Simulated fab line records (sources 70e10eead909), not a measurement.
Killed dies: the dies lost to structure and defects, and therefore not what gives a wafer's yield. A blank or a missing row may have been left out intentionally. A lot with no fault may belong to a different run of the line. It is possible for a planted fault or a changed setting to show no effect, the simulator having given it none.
Which tool is to blame? | flow nandHarc | 13 lots, 39 wafers sampled, at 5 steps of a route of 1159

== WHAT THE GAUGES READ, wafer by wafer ==
NHARC_A_M0_THK_MEAS_24: measures by xrf. Usual: 113.5 nm for thkNm, sd 1.6.
lot  | measured     | on           | thkNm (nm)        | flag
L441 | day 17 22:19 | filmMetro-02 | 117.1 117.2 113.6 | 
L442 | day 18 00:17 | filmMetro-01 | 115.4 114.5 111.5 | 
L446 | day 18 23:41 | filmMetro-01 | 113.1 114.5 112.4 | 
L447 | day 19 13:22 | filmMetro-02 | 112.5 112.3 113.2 | 
L449 | day 19 20:19 | filmMetro-02 | 115.3 112.0 110.6 | 
L450 | day 19 21:11 | filmMetro-01 | 115.2 113.7 114.0 | 
L451 | day 20 11:58 | filmMetro-02 | 111.0 112.2 112.8 | 
L454 | day 20 12:23 | filmMetro-01 | 116.1 111.8 114.6 | 
L453 | day 20 12:50 | filmMetro-01 | 112.8 114.9 113.3 | 
L460 | day 22 03:41 | filmMetro-01 | 111.8 113.4 115.0 | 
L459 | day 22 04:08 | filmMetro-01 | 113.9 113.6 113.2 | 
L458 | day 22 12:52 | filmMetro-02 | 114.2 112.7 114.5 | 
L463 | day 23 07:52 | filmMetro-01 | 111.4 113.9 112.1 | 

NHARC_END_SORT_01. Usual: defectLimitedYield 96.0 %, standard deviation 1.3; killedAtArray 24, standard deviation 8.4; killedAtOther 0.7, standard deviation 1.1; killedAtPeriphery 2.9, standard deviation 1.7; killedDies 27, standard deviation 8.6; killedOpen 3.3, standard deviation 1.8; killedShort 1.8, standard deviation 1.4; sort_bin_2_pct 1.3 %, standard deviation 0.56; sort_bin_3_pct 0.19 %, standard deviation 0.18; sort_bin_4_pct 2.6 %, standard deviation 0.84; sortNPass 650, standard deviation 8.6; sortRimYieldPct 96.1 %, standard deviation 2.3; sortYieldPct 96.0 %, standard deviation 1.3.
lot  | measured     | on        | defectLimitedYield (%) | killedAtArray | killedAtOther | killedAtPeriphery | killedDies  | killedOpen | killedShort | sort_bin_2_pct (%) | sort_bin_3_pct (%) | sort_bin_4_pct (%) | sortNPass   | sortRimYieldPct (%) | sortYieldPct (%) | flag
L447 | day 21 02:35 | prober-02 | 93.5 94.5 94.1         | 40 37 37      | 4 0 1         | 0 0 2             | 44 37 40    | 3 3 0      | 2 2 4       | 1.6 1.9 1.8        | 0.59 0.44 0.15     | 4.3 3.1 4.0        | 633 640 637 | 95.3 99.1 95.3      | 93.5 94.5 94.1   | 
L449 | day 21 09:38 | prober-01 | 0 0 0                  | 676 671 675   | 0 0 0         | 1 6 2             | 677 677 677 | 4 1 6      | 4 2 0       | 97.0 97.2 96.6     | 0.15 0.44 0.15     | 2.8 2.4 3.2        | 0 0 0       | 0 0 0               | 0 0 0            | OFF
L450 | day 21 09:37 | prober-02 | 0 0 0                  | 673 675 671   | 1 0 0         | 3 2 6             | 677 677 677 | 3 5 8      | 1 4 5       | 95.9 97.3 96.2     | 0 0.15 0.44        | 4.1 2.5 3.4        | 0 0 0       | 0 0 0               | 0 0 0            | OFF
L451 | day 22 04:41 | prober-02 | 0 0 0                  | 672 674 675   | 1 0 0         | 4 3 2             | 677 677 677 | 4 1 5      | 0 0 0       | 97.6 97.2 97.2     | 0 0.15 0           | 2.4 2.7 2.8        | 0 0 0       | 0 0 0               | 0 0 0            | OFF

== WHICH TOOL RAN EACH LOT (tool, then ch and the chambers of the sampled wafers, then the start) ==
lot  | NHARC_A_M0_CMP_23             | NHARC_A_M0_PRE_CLEAN_31         | NHARC_A_M1_ETCH_15
L441 | cmp-04 ch 0,1,2, day 17 22:00 | pecvd-01 ch 1,2, day 17 22:37   | rieDiel-10 ch 1,2,3, day 18 00:16
L442 | cmp-01 ch 0,1,3, day 17 23:58 | pecvd-01 ch 0,1, day 18 00:31   | rieDiel-10 ch 0,1,2, day 18 02:13
L446 | cmp-04 ch 1,2, day 18 23:22   | pecvd-01 ch 0,1, day 18 23:57   | rieDiel-12 ch 0,1, day 19 01:39
L447 | cmp-02 ch 0,1,3, day 19 13:03 | pecvd-03 ch 0,2, day 19 13:35   | rieDiel-02 ch 1,2,3, day 19 15:17
L449 | cmp-01 ch 0,1,2, day 19 20:05 | pecvd-03 ch 1,2, day 19 20:34   | rieDiel-12 ch 0,2,3, day 19 22:09
L450 | cmp-04 ch 0,1,3, day 19 20:52 | pecvd-03 ch 1,2, day 19 21:25   | rieDiel-12 ch 1,3, day 19 22:58
L451 | cmp-01 ch 1,2, day 20 11:39   | pecvd-01 ch 1,2, day 20 12:13   | rieDiel-12 ch 0,2, day 20 13:53
L454 | cmp-01 ch 0,3, day 20 12:04   | pecvd-01 ch 0,1,2, day 20 12:38 | rieDiel-02 ch 0,1,3, day 20 14:19
L453 | cmp-04 ch 0,1,2, day 20 12:31 | pecvd-03 ch 0,2, day 20 13:03   | rieDiel-10 ch 1,2,3, day 20 14:47
L460 | cmp-02 ch 0,2, day 22 03:23   | pecvd-03 ch 0,1,2, day 22 04:12 | rieDiel-10 ch 1,3, day 22 05:52
L459 | cmp-01 ch 0,1,2, day 22 03:54 | pecvd-01 ch 1,2, day 22 04:28   | rieDiel-12 ch 2,3, day 22 06:09
L458 | cmp-02 ch 0,1,2, day 22 12:35 | pecvd-03 ch 0,2, day 22 13:12   | rieDiel-12 ch 0,1,2, day 22 15:04
L463 | cmp-01 ch 1,3, day 23 07:33   | pecvd-02 ch 0,2, day 23 08:05   | rieDiel-12 ch 1,2, day 23 09:46
- NHARC_A_M0_CMP_23: polishes, t overpolish 20 s, target thk 113.75 nm.
- NHARC_A_M0_PRE_CLEAN_31: time 12 s.
- NHARC_A_M1_ETCH_15: etches the open film in C4F8/Ar, target depth 182.5 nm, time 91.2 s.

== AS READ BY THE TOOLS THEMSELVES (means over the sampled wafers that have a number; for cases with no such wafer, the mark the record gives instead) ==
NHARC_A_M0_CMP_23. Usual: motorCurrentA 12.2 A, standard deviation 0.94; timeToEndpointS 27 s, standard deviation 3.5.
lot  | tool   | motorCurrentA (A) | timeToEndpointS (s) | flag
L441 | cmp-04 | 12.3              | 30                  | 
L442 | cmp-01 | 12.7              | 29                  | 
L446 | cmp-04 | 13.0              | 27                  | 
L447 | cmp-02 | 11.9              | 25                  | 
L449 | cmp-01 | 12.5              | 30                  | 
L450 | cmp-04 | 12.3              | 30                  | 
L451 | cmp-01 | 12.2              | 24                  | 
L454 | cmp-01 | 12.1              | 29                  | 
L453 | cmp-04 | 12.4              | 28                  | 
L460 | cmp-02 | 12.6              | 28                  | 
L459 | cmp-01 | 12.3              | 24                  | 
L458 | cmp-02 | 11.8              | 25                  | 
L463 | cmp-01 | 12.7              | 26                  | 

NHARC_A_M0_PRE_CLEAN_31. Usual: 615 W for heaterPowerW, sd 67.
lot  | tool     | heaterPowerW (W) | flag
L441 | pecvd-01 | 664              | 
L442 | pecvd-01 | 709              | 
L446 | pecvd-01 | 602              | 
L447 | pecvd-03 | 607              | 
L449 | pecvd-03 | 593              | 
L450 | pecvd-03 | 635              | 
L451 | pecvd-01 | 600              | 
L454 | pecvd-01 | 675              | 
L453 | pecvd-03 | 608              | 
L460 | pecvd-03 | 637              | 
L459 | pecvd-01 | 644              | 
L458 | pecvd-03 | 619              | 
L463 | pecvd-02 | 606              | 

NHARC_A_M1_ETCH_15. Usual: biasW 300.1 W, standard deviation 0.92; chamberPressureMTorr 24.998 mTorr, standard deviation 0.023; oesProductAu 0.948 a.u., standard deviation 0.025; rfVppV 440.7 V, standard deviation 2.3.
lot  | tool       | biasW (W) | chamberPressureMTorr (mTorr) | oesProductAu (a.u.) | rfVppV (V) | flag
L441 | rieDiel-10 | 300.3     | 24.995                       | 0.966               | 442.6      | 
L442 | rieDiel-10 | 300.3     | 25.003                       | 0.964               | 439.0      | 
L446 | rieDiel-12 | 299.9     | 24.984                       | 0.947               | 440.2      | 
L447 | rieDiel-02 | 300.3     | 25.003                       | 0.972               | 439.2      | 
L449 | rieDiel-12 | -         | -                            | -                   | -          | OFF
L450 | rieDiel-12 | -         | -                            | -                   | -          | OFF
L451 | rieDiel-12 | -         | -                            | -                   | -          | OFF
L454 | rieDiel-02 | 301.1     | 25.014                       | 0.978               | 440.5      | 
L453 | rieDiel-10 | 301.0     | 25.011                       | 0.919               | 442.6      | 
L460 | rieDiel-10 | 300.5     | 25.003                       | 0.922               | 441.8      | 
L459 | rieDiel-12 | 299.8     | 25.008                       | 0.936               | 440.8      | 
L458 | rieDiel-12 | 299.7     | 25.004                       | 0.972               | 442.5      | 
L463 | rieDiel-12 | 298.9     | 24.991                       | 0.934               | 443.0      | 

== THE ANSWER, worked out from the rows above alone ==
Rule: a lot counts as off when the mean over its wafers that have a number is more than 3 standard deviations away from the usual mean. A lot without any number at a reading at which 4 lots or more have one is off too. Any other lot the step has rows for is counted as sound. The gauges are gone through in route order, then the tools' own readings, and for those a lot's mean is taken as printed above. The first step at which some lot is off is used, and at that step the reading that is off furthest; a lot without a number counts as furthest.
Off, at NHARC_END_SORT_01 on sort_bin_2_pct: L449, L450, L451. Neither off nor sound, because the step has no rows for them: L441, L442, L446, L454, L453, L460, L459, L458, L463.
If a tool, at a process step before that reading, ran all the lots that are off and no sound lot after the first of them, it fits. Not tried: the gauges at NHARC_END_SORT_01; whatever is off there is also off at NHARC_A_M1_ETCH_15, on other tools, and gauge error can't account for it. One candidate fits, namely rieDiel-12 at NHARC_A_M1_ETCH_15. It ran no sound lot before its first lot that is off in this sample, so the start can't be narrowed down.

== WHAT THE SIMULATOR PUT IN ==
Step skipped in full: rieDiel-12, at NHARC_A_M1_ETCH_15, from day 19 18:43 onward. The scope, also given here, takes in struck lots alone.
Lots struck among those shown: L449, L450, L451. Same finding as the rule above.
